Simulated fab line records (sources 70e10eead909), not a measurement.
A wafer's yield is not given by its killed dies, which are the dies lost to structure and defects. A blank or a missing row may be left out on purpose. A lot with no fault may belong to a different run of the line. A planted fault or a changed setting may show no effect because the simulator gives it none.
fab line records	flow nand-harc
[record] lots = 6	wafers = 18	last-day = 33
route steps=1302 shown A_ONON_D2@559 A_CHANNEL_HOLE_D2@570 END@1302
lots untouched by any fault: they come from a run of this same line in which no faults occurred
start-h: start of the lot's first displayed wafer, in hours after the record's first day	wait-h: hours from the lot's prior step to this one	" same as the row above	L1.1+2: one row covering several wafers at once	- value missing, or start not given	* or withheld: withheld	< > ~ a bound
route shown NAME@n: a module of which the file shows steps, and the number in the route of the first	usual: average and standard deviation across the fault-free wafers	same: alike in all rows	chamber/n: place in a boat	sites: the reading at each site	_std_site: the standard deviation of these	_edge_site: outer sites' mean less inner sites'	radius-mm: for every site, how far away it sits from the centre of the wafer	mask NAME#n: copy n	behind: tool/chamber where the wafer was last shaped	hold: why the lot went on hold/how many hours it stayed there/how the hold came to an end	device: which transistor (n, p or np) failed to switch	end of line: at the end of the route, the tests of the same wafers	a step with no rows: only its recipe	killed: count of dies lost to structure and defects at first sort (not the wafer's yield)	map: the dies of a wafer, with x for killed, . for not killed, _ for no die there
set.NAME: the setting as run; set.NAME@STEP: as run at that earlier step	model.NAME: the simulator's own value behind a step, which no gauge read
certain route steps with their lots: each step a table, each wafer a row
services: the hour from which a tool's chamber was out of use, counted from the record's first day as start-h (under 0 if before that day), plus the number of hours and why
[[steps]]
[step NHARC_A_ONON_D2_THK_MEAS_21]
[recipe] thk-meas-gauge = ellipsometry
[usual] thk-nm = 1001/8.5
lot.wafer	tool	chamber	start-h	wait-h	thk-nm
L135.1	film-metro-01	-	322.65	-	996
L135.2	"	-	"	"	995
L135.5	"	-	"	"	995
L136.2	film-metro-02	-	340.56	-	1014
L136.5	"	-	"	"	1016
L136.6	"	-	"	"	1015
L144.1	film-metro-01	-	409.45	-	996
L144.2	"	-	"	"	999
L144.5	"	-	"	"	999
L146.1	film-metro-01	-	424.57	-	1008
L146.2	"	-	"	"	1008
L146.4	"	-	"	"	1005
L145.1	film-metro-02	-	424.58	-	1000
L145.4	"	-	"	"	999
L145.6	"	-	"	"	997
L154.2	film-metro-01	-	510.21	-	1001
L154.4	"	-	"	"	1000
L154.6	"	-	"	"	1004
[step NHARC_A_ONON_D2_DEP_22]
[recipe] target-thk-a = 10000	n2-flow-sccm = 2750	n2o-flow-sccm = 2000	nh3-flow-sccm = 500	sih4-flow-sccm = 210	temp-c = 400
[step NHARC_A_ONON_D2_THK_MEAS_24]
[recipe] thk-meas-gauge = ellipsometry
[usual] thk-nm = 1002/11
lot.wafer	tool	chamber	start-h	wait-h	thk-nm
L135.1	film-metro-01	-	323.22	-	996
L135.2	"	-	"	"	997
L135.5	"	-	"	"	997
L136.2	film-metro-02	-	341.13	-	984
L136.5	"	-	"	"	985
L136.6	"	-	"	"	982
L144.1	film-metro-01	-	410.02	-	997
L144.2	"	-	"	"	998
L144.5	"	-	"	"	997
L146.1	film-metro-02	-	425.13	-	1009
L146.2	"	-	"	"	1009
L146.4	"	-	"	"	1008
L145.1	film-metro-01	-	425.15	-	1013
L145.4	"	-	"	"	1013
L145.6	"	-	"	"	1013
L154.2	film-metro-01	-	510.78	-	995
L154.4	"	-	"	"	995
L154.6	"	-	"	"	995
[step NHARC_A_ONON_D2_DEP_25]
[recipe] target-thk-a = 10000	n2-flow-sccm = 2750	n2o-flow-sccm = 2000	nh3-flow-sccm = 500	sih4-flow-sccm = 210	temp-c = 400
[step NHARC_A_ONON_D2_THK_MEAS_27]
[recipe] thk-meas-gauge = ellipsometry
[usual] thk-nm = 999/8.6
lot.wafer	tool	chamber	start-h	wait-h	thk-nm
L135.1	film-metro-01	-	323.81	-	993
L135.2	"	-	"	"	993
L135.5	"	-	"	"	992
L136.2	film-metro-01	-	341.69	-	996
L136.5	"	-	"	"	996
L136.6	"	-	"	"	995
L144.1	film-metro-02	-	410.59	-	992
L144.2	"	-	"	"	990
L144.5	"	-	"	"	992
L146.1	film-metro-01	-	425.71	-	995
L146.2	"	-	"	"	994
L146.4	"	-	"	"	994
L145.1	film-metro-02	-	425.71	-	995
L145.4	"	-	"	"	994
L145.6	"	-	"	"	996
L154.2	film-metro-02	-	511.35	-	989
L154.4	"	-	"	"	986
L154.6	"	-	"	"	988
[step NHARC_A_ONON_D2_DEP_28]
[recipe] target-thk-a = 10000	n2-flow-sccm = 2750	n2o-flow-sccm = 2000	nh3-flow-sccm = 500	sih4-flow-sccm = 210	temp-c = 400
[step NHARC_A_ONON_D2_THK_MEAS_30]
[recipe] thk-meas-gauge = ellipsometry
[usual] thk-nm = 1000/12
lot.wafer	tool	chamber	start-h	wait-h	thk-nm
L135.1	film-metro-02	-	324.39	-	993
L135.2	"	-	"	"	991
L135.5	"	-	"	"	993
L136.2	film-metro-01	-	342.26	-	981
L136.5	"	-	"	"	980
L136.6	"	-	"	"	982
L144.1	film-metro-01	-	411.15	-	1003
L144.2	"	-	"	"	1001
L144.5	"	-	"	"	1002
L146.1	film-metro-01	-	426.27	-	1010
L146.2	"	-	"	"	1007
L146.4	"	-	"	"	1008
L145.1	film-metro-02	-	426.28	-	1001
L145.4	"	-	"	"	1000
L145.6	"	-	"	"	1000
L154.2	film-metro-02	-	511.92	-	1018
L154.4	"	-	"	"	1020
L154.6	"	-	"	"	1019
[step NHARC_A_ONON_D2_DEP_33]
[recipe] target-thk-a = 2000	temp-c = 400	pressure-torr = 6.5	rf-w = 900	teos-flow-sccm = 161.4	flow-sccm = 2650	target-thk-nm = 200	gas = O2	material = SiO2
[usual] chamber-pressure-Torr = 6.500/0.013	flow-sccm = 2649/7.8	heater-power-w = 558/97	showerhead-vpp-V = 1837/72	throttle-valve-pct = 16.1/0.63
lot.wafer	tool	chamber	start-h	wait-h	chamber-pressure-Torr	flow-sccm	heater-power-w	showerhead-vpp-V	since-wet-clean-h	throttle-valve-pct
L135.1	pecvd-04	1	324.44	0.1	6.489	2657	701	1716	42	15.0
L135.2	"	2	"	"	6.499	2657	679	1816	42	16.3
L135.5	"	0	"	"	6.509	2671	494	2022	-	16.5
L136.2	pecvd-01	0	342.41	0.1	6.507	2654	481	1821	18	15.7
L136.6	"	1	"	"	6.511	2652	684	1875	-	16.9
L136.5	"	0	"	"	6.498	2659	498	1819	-	15.8
L144.2	pecvd-01	0	411.21	0.1	6.502	2654	513	1849	87	15.6
L144.1	"	1	"	"	6.489	2651	658	1889	87	17.0
L144.5	"	0	"	"	6.511	2648	533	1789	-	15.8
L146.1	pecvd-03	0	426.33	0.1	6.513	2650	495	1789	47	15.6
L146.2	"	2	"	"	6.483	2653	404	1874	47	16.5
L146.4	"	1	"	"	6.516	2658	502	1830	-	15.4
L145.1	pecvd-04	2	426.34	0.1	6.520	2640	675	1842	144	16.5
L145.6	"	2	"	"	6.488	2640	657	1849	-	16.3
L145.4	"	1	"	"	6.474	2654	743	1700	-	15.2
L154.2	pecvd-03	1	511.98	0.1	6.491	2647	493	1822	133	15.5
L154.6	"	1	"	"	6.493	2652	504	1835	-	15.4
L154.4	"	0	"	"	6.503	2661	461	1758	-	15.5
[step NHARC_A_ONON_D2_THK_MEAS_34]
[recipe] thk-meas-gauge = ellipsometry
[usual] thk-nm = 199.5/2.4
lot.wafer	tool	chamber	start-h	wait-h	thk-nm
L135.1	film-metro-01	-	324.86	-	197.8
L135.2	"	-	"	"	200.6
L135.5	"	-	"	"	201.0
L136.2	film-metro-01	-	342.73	-	198.0
L136.5	"	-	"	"	200.0
L136.6	"	-	"	"	199.8
L144.1	film-metro-01	-	411.63	-	196.5
L144.2	"	-	"	"	196.7
L144.5	"	-	"	"	197.8
L146.1	film-metro-01	-	426.74	-	199.4
L146.2	"	-	"	"	197.9
L146.4	"	-	"	"	202.2
L145.1	film-metro-02	-	426.75	-	196.2
L145.4	"	-	"	"	201.2
L145.6	"	-	"	"	200.4
L154.2	film-metro-01	-	512.39	-	197.9
L154.4	"	-	"	"	198.4
L154.6	"	-	"	"	199.8
[step NHARC_A_ONON_D2_INSPECT_32]
[usual] raw-defect-count = 416/170
lot.wafer	tool	chamber	start-h	wait-h	raw-defect-count
L135.1	defect-inspect-01	-	324.94	0.0	547
L135.2	"	-	"	"	509
L135.5	"	-	"	"	397
L136.2	defect-inspect-01	-	342.82	0.0	536
L136.5	"	-	"	"	294
L136.6	"	-	"	"	571
L144.1	defect-inspect-02	-	411.69	0.0	393
L144.2	"	-	"	"	490
L144.5	"	-	"	"	585
L146.1	defect-inspect-02	-	426.80	0.0	509
L146.2	"	-	"	"	327
L146.4	"	-	"	"	564
L145.1	defect-inspect-01	-	426.82	0.0	345
L145.4	"	-	"	"	410
L145.6	"	-	"	"	210
L154.2	defect-inspect-02	-	512.48	0.0	252
L154.4	"	-	"	"	394
L154.6	"	-	"	"	204
[step NHARC_A_CHANNEL_HOLE_D2_DEP_00]
[recipe] target-thk-a = 31000	temp-c = 400	material = aC
[usual] susceptor-temp-C = 399.99/0.21	throttle-valve-pct = 35.000/0.0092
lot.wafer	tool	chamber	start-h	wait-h	susceptor-temp-C	throttle-valve-pct
L135.1	acl-dep-01	0	325.01	0.1	399.87	35.004
L135.2	"	0	"	"	399.74	34.988
L135.5	"	0	"	"	399.76	34.974
L136.2	acl-dep-02	0	345.37	2.5	-	34.986
L136.5	"	0	"	"	-	34.996
L136.6	"	0	"	"	-	35.005
L144.1	acl-dep-02	0	411.79	0.1	-	34.995
L144.2	"	0	"	"	-	34.999
L144.5	"	0	"	"	-	35.016
L146.1	acl-dep-02	0	427.20	0.4	-	35.002
L146.2	"	0	"	"	-	34.997
L146.4	"	0	"	"	-	34.998
L145.1	acl-dep-01	0	429.14	2.3	399.95	35.008
L145.4	"	0	"	"	399.84	35.017
L145.6	"	0	"	"	399.79	35.004
L154.2	acl-dep-03	0	512.86	0.4	400.23	34.997
L154.4	"	0	"	"	400.19	35.010
L154.6	"	0	"	"	400.07	35.006
[step NHARC_A_CHANNEL_HOLE_D2_DEP_01]
[recipe] target-thk-a = 1400	target-thk-nm = 140	temp-c = 400	pressure-torr = 3.5	flow-sccm = 200	rf-w = 350	material = SiON
[usual] chamber-pressure-Torr = 3.500/0.0074	heater-power-outer-w = 421/45	heater-power-w = 717/68	showerhead-vpp-V = 1146/33
lot.wafer	tool	chamber	start-h	wait-h	chamber-pressure-Torr	heater-power-outer-w	heater-power-w	showerhead-vpp-V	since-wet-clean-h
L135.2	pecvd-02	1	326.94	1.3	3.504	364	599	1161	87
L135.1	"	0	"	"	3.492	413	764	1077	87
L135.5	"	0	"	"	3.487	430	776	1085	-
L136.2	pecvd-02	2	346.96	1.3	3.503	350	631	1197	107
L136.6	"	0	"	"	3.496	434	798	1098	-
L136.5	"	1	"	"	3.503	429	690	1158	-
L144.1	pecvd-01	0	413.71	1.6	-	-	-	-	-
L144.2	"	1	"	"	-	-	-	-	-
L144.5	"	1	"	"	-	-	-	-	-
L146.2	pecvd-02	2	429.13	1.3	-	-	-	-	-
L146.1	"	0	"	"	-	-	-	-	-
L146.4	"	0	"	"	-	-	-	-	-
L145.1	pecvd-03	1	431.11	1.7	3.492	436	750	1146	52
L145.6	"	1	"	"	3.489	439	739	1132	-
L145.4	"	2	"	"	3.494	386	663	1152	-
L154.2	pecvd-03	0	514.48	1.3	3.506	446	767	1114	136
L154.6	"	1	"	"	3.516	441	746	1154	-
L154.4	"	2	"	"	3.500	384	650	1161	-
[step NHARC_A_CHANNEL_HOLE_D2_DEHYDRATE_02]
[recipe] temp-c = 150	time-s = 120
[step NHARC_END_SORT_01]
[recipe] temp-c = 25
[usual] killed-at-array = 59/19	killed-at-other = 0.6/0.85	killed-at-periphery = 3.8/2.5	killed-dies = 64/19	killed-open = 3.3/1.8	killed-short = 2.2/1.6
[same] gross-dies = 677
lot.wafer	tool	chamber	start-h	wait-h	killed-at-array	killed-at-other	killed-at-periphery	killed-dies	killed-open	killed-short
L144.1	prober-02	0	699.31	4.9	674	1	2	677	4	2
L144.2	prober-02	0	700.12	5.2	674	2	1	677	6	1
L144.5	prober-02	0	702.54	6.1	671	1	5	677	2	5
L146.1	prober-01	0	700.29	2.5	673	1	3	677	1	4
L146.2	prober-01	0	701.09	2.8	674	0	3	677	4	0
L146.4	prober-01	0	702.70	3.4	675	1	1	677	4	1
// killed by level:class
L144.1 A_CHANNEL_HOLE_D2:area-dep=566 A_CHANNEL_HOLE_D1:chamber-film-flake=37 A_SLIT:chamber-film-flake=37 A_CHANNEL_HOLE_D2:chamber-film-flake=13 A_CONTACT:chamber-film-flake=10 A_BONDPAD:chamber-film-flake=4 A_ONON_D2:geometric-particle:open=2 A_CHANNEL_FILL_D1:chamber-film-flake=2
L144.2 A_CHANNEL_HOLE_D2:area-dep=570 A_SLIT:chamber-film-flake=38 A_CHANNEL_HOLE_D1:chamber-film-flake=23 A_CHANNEL_HOLE_D2:chamber-film-flake=16 A_CONTACT:chamber-film-flake=14 A_STAIRCASE:chamber-film-flake=4 A_BONDPAD:chamber-film-flake=3 A_M0:geometric-particle:open=2
L146.1 A_CHANNEL_HOLE_D2:area-dep=595 A_CHANNEL_HOLE_D1:chamber-film-flake=38 A_SLIT:chamber-film-flake=29 A_CONTACT:chamber-film-flake=3 P_GATE:chamber-film-flake=2 A_CHANNEL_FILL_D1:chamber-film-flake=2 A_CHANNEL_FILL_D1:geometric-particle:short=1 A_ONON_D2:geometric-particle:open=1
L146.2 A_CHANNEL_HOLE_D2:area-dep=609 A_SLIT:chamber-film-flake=39 A_CHANNEL_HOLE_D1:chamber-film-flake=21 A_CONTACT:chamber-film-flake=2 P_STI:geometric-particle:open=1 P_GATE:geometric-particle:open=1 A_CHANNEL_FILL_D1:geometric-particle:open=1 A_CONTACT:geometric-particle:open=1
L144.5 A_CHANNEL_HOLE_D2:area-dep=585 A_CHANNEL_HOLE_D1:chamber-film-flake=35 A_SLIT:chamber-film-flake=26 A_CHANNEL_HOLE_D2:chamber-film-flake=7 A_CONTACT:chamber-film-flake=5 A_STAIRCASE:chamber-film-flake=4 A_SGD_CUT:geometric-particle:short=2 A_WL_FILL:chamber-film-flake=2
L146.4 A_CHANNEL_HOLE_D2:area-dep=611 A_CHANNEL_HOLE_D1:chamber-film-flake=30 A_SLIT:chamber-film-flake=26 A_STAIRCASE:chamber-film-flake=2 A_CONTACT:chamber-film-flake=2 P_ZERO_WELL:geometric-particle:short=1 A_CHANNEL_FILL_D1:geometric-particle:open=1 A_ONON_D2:geometric-particle:open=1
// map L144.1 (x killed, . not)
____________x____________
_________xxxxxxx_________
_______xxxxxxxxxxx_______
______xxxxxxxxxxxxx______
_____xxxxxxxxxxxxxxx_____
____xxxxxxxxxxxxxxxxx____
____xxxxxxxxxxxxxxxxx____
___xxxxxxxxxxxxxxxxxxx___
___xxxxxxxxxxxxxxxxxxx___
__xxxxxxxxxxxxxxxxxxxxx__
__xxxxxxxxxxxxxxxxxxxxx__
_xxxxxxxxxxxxxxxxxxxxxxx_
_xxxxxxxxxxxxxxxxxxxxxxx_
_xxxxxxxxxxxxxxxxxxxxxxx_
_xxxxxxxxxxxxxxxxxxxxxxx_
_xxxxxxxxxxxxxxxxxxxxxxx_
xxxxxxxxxxxxxxxxxxxxxxxxx
xxxxxxxxxxxxxxxxxxxxxxxxx
xxxxxxxxxxxxxxxxxxxxxxxxx
xxxxxxxxxxxxxxxxxxxxxxxxx
xxxxxxxxxxxxxxxxxxxxxxxxx
_xxxxxxxxxxxxxxxxxxxxxxx_
_xxxxxxxxxxxxxxxxxxxxxxx_
_xxxxxxxxxxxxxxxxxxxxxxx_
_xxxxxxxxxxxxxxxxxxxxxxx_
_xxxxxxxxxxxxxxxxxxxxxxx_
__xxxxxxxxxxxxxxxxxxxxx__
__xxxxxxxxxxxxxxxxxxxxx__
___xxxxxxxxxxxxxxxxxxx___
___xxxxxxxxxxxxxxxxxxx___
____xxxxxxxxxxxxxxxxx____
____xxxxxxxxxxxxxxxxx____
_____xxxxxxxxxxxxxxx_____
______xxxxxxxxxxxxx______
_______xxxxxxxxxxx_______
_________xxxxxxx_________
____________x____________
// map L146.1 (x killed, . not)
____________x____________
_________xxxxxxx_________
_______xxxxxxxxxxx_______
______xxxxxxxxxxxxx______
_____xxxxxxxxxxxxxxx_____
____xxxxxxxxxxxxxxxxx____
____xxxxxxxxxxxxxxxxx____
___xxxxxxxxxxxxxxxxxxx___
___xxxxxxxxxxxxxxxxxxx___
__xxxxxxxxxxxxxxxxxxxxx__
__xxxxxxxxxxxxxxxxxxxxx__
_xxxxxxxxxxxxxxxxxxxxxxx_
_xxxxxxxxxxxxxxxxxxxxxxx_
_xxxxxxxxxxxxxxxxxxxxxxx_
_xxxxxxxxxxxxxxxxxxxxxxx_
_xxxxxxxxxxxxxxxxxxxxxxx_
xxxxxxxxxxxxxxxxxxxxxxxxx
xxxxxxxxxxxxxxxxxxxxxxxxx
xxxxxxxxxxxxxxxxxxxxxxxxx
xxxxxxxxxxxxxxxxxxxxxxxxx
xxxxxxxxxxxxxxxxxxxxxxxxx
_xxxxxxxxxxxxxxxxxxxxxxx_
_xxxxxxxxxxxxxxxxxxxxxxx_
_xxxxxxxxxxxxxxxxxxxxxxx_
_xxxxxxxxxxxxxxxxxxxxxxx_
_xxxxxxxxxxxxxxxxxxxxxxx_
__xxxxxxxxxxxxxxxxxxxxx__
__xxxxxxxxxxxxxxxxxxxxx__
___xxxxxxxxxxxxxxxxxxx___
___xxxxxxxxxxxxxxxxxxx___
____xxxxxxxxxxxxxxxxx____
____xxxxxxxxxxxxxxxxx____
_____xxxxxxxxxxxxxxx_____
______xxxxxxxxxxxxx______
_______xxxxxxxxxxx_______
_________xxxxxxx_________
____________x____________
[[services]]
tool	chamber	start-h	hours	kind
acl-dep-03	-	303.82	13.0	pm
pecvd-01	-	311.21	13.0	pm
pecvd-01	0	311.21	13.0	vent-cycle
pecvd-01	1	311.21	13.0	vent-cycle
pecvd-03	-	366.00	13.0	pm
pecvd-03	0	366.00	13.0	vent-cycle
pecvd-03	1	366.00	13.0	vent-cycle
pecvd-03	2	366.00	13.0	vent-cycle
pecvd-04	-	369.25	0.6	repair
acl-dep-01	-	372.71	13.0	pm
pecvd-04	-	374.46	6.5	repair
pecvd-03	0	379.00	-	clean
pecvd-03	1	379.00	-	clean
pecvd-03	2	379.00	-	clean
pecvd-02	-	408.43	13.0	pm
acl-dep-02	-	429.09	13.0	pm
pecvd-01	1	432.92	22.8	repair
pecvd-03	-	441.80	0.8	repair
pecvd-04	0	443.30	8.6	repair
pecvd-04	-	450.34	13.0	pm
pecvd-01	1	484.64	6.0	repair
acl-dep-03	-	485.00	13.0	pm
pecvd-01	-	492.21	13.0	pm
acl-dep-01	-	512.51	1.4	repair
[[key]]
[first-sign] step = NHARC_A_CHANNEL_HOLE_D2_DEP_01	reading = tool-record	direction = missing
[effect] step = NHARC_END_SORT_01	reading = killed-dies	direction = up	sigmas = 33	usual = 64	struck = 677
[more-kills-born-at] NHARC_A_CHANNEL_HOLE_D2_DEP_01@pecvd-02 = 1815	NHARC_A_CHANNEL_HOLE_D2_DEP_01@pecvd-01 = 1721
met-at NHARC_A_CHANNEL_HOLE_D2_DEP_01
struck-wafers L144.1,L144.2,L144.5,L146.1,L146.2,L146.4
later-rows-left-out L144.1,L144.2,L144.5,L146.1,L146.2,L146.4
tester-left-out L144,L146
onset-between 346.96 413.71
[fault] kind = skipped-step-whole	tool = pecvd-01,pecvd-02	chamber = -	onset-h = 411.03	steps = NHARC_A_CHANNEL_HOLE_D2_DEP_01	scope = struck-lots-only
// tester-left-out: of these lots the tester's yield and bins aren't shown, on N5 and GAA mostly nor the transistor test; their killed dies are dies lost to structure and defects alone, not to doping, threshold or leakage, so they don't give the yield
// later-rows-left-out: the simulator's readings of these wafers behind a module that went badly wrong aren't trusted and aren't shown, but for the sort
